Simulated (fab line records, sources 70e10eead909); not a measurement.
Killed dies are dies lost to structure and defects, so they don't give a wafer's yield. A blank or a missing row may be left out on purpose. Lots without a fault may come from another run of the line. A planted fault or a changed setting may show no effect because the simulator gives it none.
Which tool did it? | flow nand_harc | 24 lots, 72 wafers sampled, at 5 steps of a route of 1302

WHAT THE GAUGES READ, wafer by wafer
NHARC_A_M0_THK_MEAS_24: measures by xrf.
lot  | measured     | on            | thk_nm (nm)
L074 | day 21 22:49 | film_metro-02 | 115.8 112.8 111.6
L075 | day 22 05:41 | film_metro-01 | 113.1 113.1 109.5
L076 | day 22 21:11 | film_metro-01 | 112.3 113.1 112.1
L078 | day 22 22:25 | film_metro-02 | 114.0 113.0 112.3
L077 | day 24 03:23 | film_metro-02 | 115.8 115.1 113.2
L080 | day 24 07:08 | film_metro-01 | 115.5 117.2 114.8
L079 | day 24 07:29 | film_metro-01 | 112.5 114.9 113.8
L081 | day 25 08:35 | film_metro-02 | 113.2 115.0 116.4
L082 | day 25 14:28 | film_metro-02 | 115.7 113.6 113.1
L083 | day 26 00:43 | film_metro-02 | 114.9 113.9 113.7
L084 | day 26 05:46 | film_metro-01 | 114.4 109.7 114.8
L085 | day 26 09:04 | film_metro-01 | 113.5 116.0 114.4
L086 | day 27 01:29 | film_metro-01 | 115.4 115.0 114.3
L087 | day 27 03:36 | film_metro-01 | 113.7 115.6 115.2
L088 | day 27 09:05 | film_metro-02 | 112.3 111.4 110.1
L089 | day 27 11:27 | film_metro-02 | 114.6 113.5 115.7
L090 | day 27 18:21 | film_metro-02 | 118.2 117.0 115.5
L092 | day 29 02:04 | film_metro-01 | 114.8 116.4 113.2
L091 | day 29 04:29 | film_metro-02 | 116.1 114.6 115.6
L094 | day 30 07:02 | film_metro-02 | 113.6 110.7 115.2
L093 | day 30 08:34 | film_metro-02 | 113.0 113.0 116.0
L096 | day 30 20:58 | film_metro-01 | 113.4 111.1 111.2
L095 | day 31 01:11 | film_metro-02 | 113.6 115.3 117.1
L097 | day 31 07:11 | film_metro-02 | 114.7 110.9 114.6

WHICH TOOL RAN EACH LOT (tool, then ch and the chambers of the sampled wafers, then the start)
lot  | NHARC_A_CONTACT_ETCH_138             | NHARC_A_CONTACT_ETCH_139             | NHARC_A_CONTACT_ALD_18              | NHARC_A_CONTACT_CVD_19
L074 | har_cap_etch-02 ch 0,1, day 21 11:52 | har_cap_etch-02 ch 0,1, day 21 12:08 | ald_metal-02 ch 1,3, day 21 13:58   | cvd_w-02 ch 0,1, day 21 22:49 or earlier
L075 | har_cap_etch-02 ch 0,1, day 21 18:55 | har_cap_etch-02 ch 0,1, day 21 19:11 | ald_metal-03 ch 0,3, day 21 20:56   | cvd_w-02 ch 0,1, day 22 05:41 or earlier
L076 | har_cap_etch-02 ch 0,1, day 22 10:41 | har_cap_etch-02 ch 0,1, day 22 10:57 | ald_metal-02 ch 1,3, day 22 12:39   | cvd_w-01 ch 0,1, day 22 21:11 or earlier
L078 | har_cap_etch-01 ch 0,1, day 22 12:02 | har_cap_etch-01 ch 0,1, day 22 12:18 | ald_metal-03 ch 0,1,3, day 22 14:01 | cvd_w-02 ch 1, day 22 22:25 or earlier
L077 | har_cap_etch-03 ch 0,1, day 23 15:52 | har_cap_etch-03 ch 0,1, day 23 16:08 | ald_metal-04 ch 2,3, day 23 17:47   | cvd_w-02 ch 0,1, day 24 03:23 or earlier
L080 | har_cap_etch-02 ch 0,1, day 23 20:32 | har_cap_etch-02 ch 0,1, day 23 20:49 | ald_metal-04 ch 0,1, day 23 22:34   | cvd_w-02 ch 0,1, day 24 07:08 or earlier
L079 | har_cap_etch-01 ch 1, day 23 20:54   | har_cap_etch-01 ch 1, day 23 21:10   | ald_metal-02 ch 0,2, day 23 22:55   | cvd_w-01 ch 1, day 24 07:29 or earlier
L081 | har_cap_etch-03 ch 0,1, day 24 22:05 | har_cap_etch-03 ch 0,1, day 24 22:21 | ald_metal-04 ch 1,2, day 25 00:05   | cvd_w-02 ch 0,1, day 25 08:35 or earlier
L082 | har_cap_etch-01 ch 0,1, day 25 03:49 | har_cap_etch-01 ch 0,1, day 25 04:05 | ald_metal-02 ch 1,2, day 25 05:52   | cvd_w-02 ch 0,1, day 25 14:28 or earlier
L083 | har_cap_etch-03 ch 0,1, day 25 14:21 | har_cap_etch-03 ch 0,1, day 25 14:37 | ald_metal-03 ch 0,1,3, day 25 16:19 | cvd_w-01 ch 0,1, day 26 00:43 or earlier
L084 | har_cap_etch-02 ch 0,1, day 25 18:47 | har_cap_etch-02 ch 0,1, day 25 19:04 | ald_metal-03 ch 0,1,3, day 25 20:50 | cvd_w-02 ch 0,1, day 26 05:46 or earlier
L085 | har_cap_etch-01 ch 0,1, day 25 22:31 | har_cap_etch-01 ch 0,1, day 25 22:47 | ald_metal-04 ch 0,1,2, day 26 00:35 | cvd_w-01 ch 0,1, day 26 09:04 or earlier
L086 | har_cap_etch-01 ch 0,1, day 26 14:20 | har_cap_etch-01 ch 0,1, day 26 14:37 | ald_metal-02 ch 0,2, day 26 17:07   | cvd_w-01 ch 0, day 27 01:29 or earlier
L087 | har_cap_etch-01 ch 0,1, day 26 16:41 | har_cap_etch-01 ch 0,1, day 26 16:57 | ald_metal-03 ch 0,1,3, day 26 18:58 | cvd_w-01 ch 0,1, day 27 03:36 or earlier
L088 | har_cap_etch-02 ch 0, day 26 22:45   | har_cap_etch-02 ch 0, day 26 23:02   | ald_metal-04 ch 0,1,2, day 27 00:44 | cvd_w-02 ch 0,1, day 27 09:05 or earlier
L089 | har_cap_etch-03 ch 0,1, day 27 01:01 | har_cap_etch-03 ch 0,1, day 27 01:17 | ald_metal-03 ch 1,3, day 27 02:57   | cvd_w-01 ch 0,1, day 27 11:27 or earlier
L090 | har_cap_etch-02 ch 0,1, day 27 07:55 | har_cap_etch-02 ch 0,1, day 27 08:11 | ald_metal-02 ch 2,3, day 27 09:50   | cvd_w-01 ch 0,1, day 27 18:21 or earlier
L092 | har_cap_etch-01 ch 0,1, day 28 15:56 | har_cap_etch-01 ch 0,1, day 28 16:13 | ald_metal-03 ch 0,1, day 28 17:48   | cvd_w-02 ch 0,1, day 29 02:04 or earlier
L091 | har_cap_etch-02 ch 0,1, day 28 18:04 | har_cap_etch-02 ch 0,1, day 28 18:21 | ald_metal-03 ch 2,3, day 28 20:04   | cvd_w-01 ch 0,1, day 29 04:29 or earlier
L094 | har_cap_etch-03 ch 0,1, day 29 20:44 | har_cap_etch-03 ch 0,1, day 29 21:01 | ald_metal-03 ch 0,1,2, day 29 22:39 | cvd_w-01 ch 0,1, day 30 07:02 or earlier
L093 | har_cap_etch-01 ch 0,1, day 29 22:14 | har_cap_etch-01 ch 0,1, day 29 22:31 | ald_metal-04 ch 0,1,3, day 30 00:11 | cvd_w-02 ch 0,1, day 30 08:34 or earlier
L096 | har_cap_etch-02 ch 0,1, day 30 09:38 | har_cap_etch-02 ch 0,1, day 30 09:55 | ald_metal-03 ch 0,1,3, day 30 11:57 | cvd_w-02 ch 0,1, day 30 20:58 or earlier
L095 | har_cap_etch-01 ch 0,1, day 30 13:55 | har_cap_etch-01 ch 0,1, day 30 14:17 | ald_metal-02 ch 1,2,3, day 30 16:08 | cvd_w-02 ch 1, day 31 01:11 or earlier
L097 | har_cap_etch-03 ch 0,1, day 30 20:32 | har_cap_etch-03 ch 0,1, day 30 20:49 | ald_metal-02 ch 1,2,3, day 30 22:32 | cvd_w-01 ch 0,1, day 31 07:11 or earlier
- NHARC_A_CONTACT_ETCH_138: etches the open film in C4F8/O2/Ar, time 311 s, target depth 1914 nm.
- NHARC_A_CONTACT_ETCH_139: etches the open film in C4F8/O2/Ar, time 195 s, target depth 840 nm.
- NHARC_A_CONTACT_ALD_18: deposits TiN, target thk 3 nm, pulse time 1 s, ald cycles 150.
- NHARC_A_CONTACT_CVD_19: deposits W, target thk 300 nm, time 802 s.

WHAT THE TOOLS THEMSELVES READ (means of the sampled wafers that have a number; where no wafer has one, the mark that the record gives instead)
NHARC_A_CONTACT_ALD_18.
lot  | tool         | heater_power_w (W) | precursor_pulse_height_rel
L074 | ald_metal-02 | 1049               | 0.997
L075 | ald_metal-03 | 1043               | 0.995
L076 | ald_metal-02 | 1011               | 0.979
L078 | ald_metal-03 | 1065               | 0.980
L077 | ald_metal-04 | 1118               | 0.996
L080 | ald_metal-04 | 1001               | 1.000
L079 | ald_metal-02 | 1171               | 1.004
L081 | ald_metal-04 | 1023               | 0.988
L082 | ald_metal-02 | 1165               | 0.979
L083 | ald_metal-03 | 1080               | 1.009
L084 | ald_metal-03 | 1079               | 1.008
L085 | ald_metal-04 | 1021               | 0.990
L086 | ald_metal-02 | 1217               | 1.003
L087 | ald_metal-03 | 1091               | 0.984
L088 | ald_metal-04 | 1029               | 0.994
L089 | ald_metal-03 | 1117               | 1.002
L090 | ald_metal-02 | 1204               | 0.992
L092 | ald_metal-03 | 1115               | 1.003
L091 | ald_metal-03 | 1111               | 0.997
L094 | ald_metal-03 | 1146               | 0.996
L093 | ald_metal-04 | 1061               | 0.976
L096 | ald_metal-03 | 1088               | 1.007
L095 | ald_metal-02 | 1125               | 0.996
L097 | ald_metal-02 | 1137               | 1.000

NHARC_A_CONTACT_CVD_19.
lot  | tool     | chamber_pressure_Torr (Torr) | heater_power_w (W) | throttle_valve_pct (%)
L074 | cvd_w-02 | 39.97                        | 425                | 8.10
L075 | cvd_w-02 | 39.92                        | 424                | 7.99
L076 | cvd_w-01 | 40.01                        | 472                | 7.79
L078 | cvd_w-02 | 39.94                        | 432                | 7.98
L077 | cvd_w-02 | 40.02                        | 431                | 8.07
L080 | cvd_w-02 | 40.06                        | 431                | 8.04
L079 | cvd_w-01 | 40.00                        | 453                | 7.61
L081 | cvd_w-02 | 40.02                        | 434                | 8.17
L082 | cvd_w-02 | 39.97                        | 431                | 8.14
L083 | cvd_w-01 | 40.00                        | 439                | 7.73
L084 | cvd_w-02 | 40.06                        | 426                | 8.29
L085 | cvd_w-01 | 39.85                        | 445                | 7.77
L086 | cvd_w-01 | 40.07                        | 449                | 7.70
L087 | cvd_w-01 | 40.05                        | 452                | 7.83
L088 | cvd_w-02 | 39.93                        | 429                | 7.91
L089 | cvd_w-01 | 39.97                        | 453                | 7.62
L090 | cvd_w-01 | 40.02                        | 446                | 7.97
L092 | cvd_w-02 | 39.92                        | 437                | 7.95
L091 | cvd_w-01 | 39.99                        | 449                | 7.68
L094 | cvd_w-01 | 40.04                        | 451                | 7.96
L093 | cvd_w-02 | 39.94                        | 432                | 7.88
L096 | cvd_w-02 | 40.02                        | 440                | 7.99
L095 | cvd_w-02 | 40.05                        | 434                | 7.91
L097 | cvd_w-01 | 40.07                        | 446                | 7.67

THE ANSWER, worked out from the rows above alone
Rule: what is usual is taken from the lots themselves. Put in order of their means at a reading, lots are off if they are a third of the lots or fewer, leave a main group of 4 or more, and stand apart from it by a gap of 3 or more times the standard deviation of the main group's means; of several such gaps the widest counts. A main group whose means are all the same, to the digits that the tables above print for the reading, isn't used. A lot without any number at a reading at which 4 lots or more have one is off too. The other lots that the step has rows for count as sound. The gauges are gone through in route order, then the tools' own readings, and for those a lot's mean is taken as printed above. The first step at which some lot is off is used, and at that step the reading that is off furthest; a lot without a number counts as furthest.
No lot is off at any reading shown: from this, nothing can be told.

WHAT THE SIMULATOR HAD PUT IN
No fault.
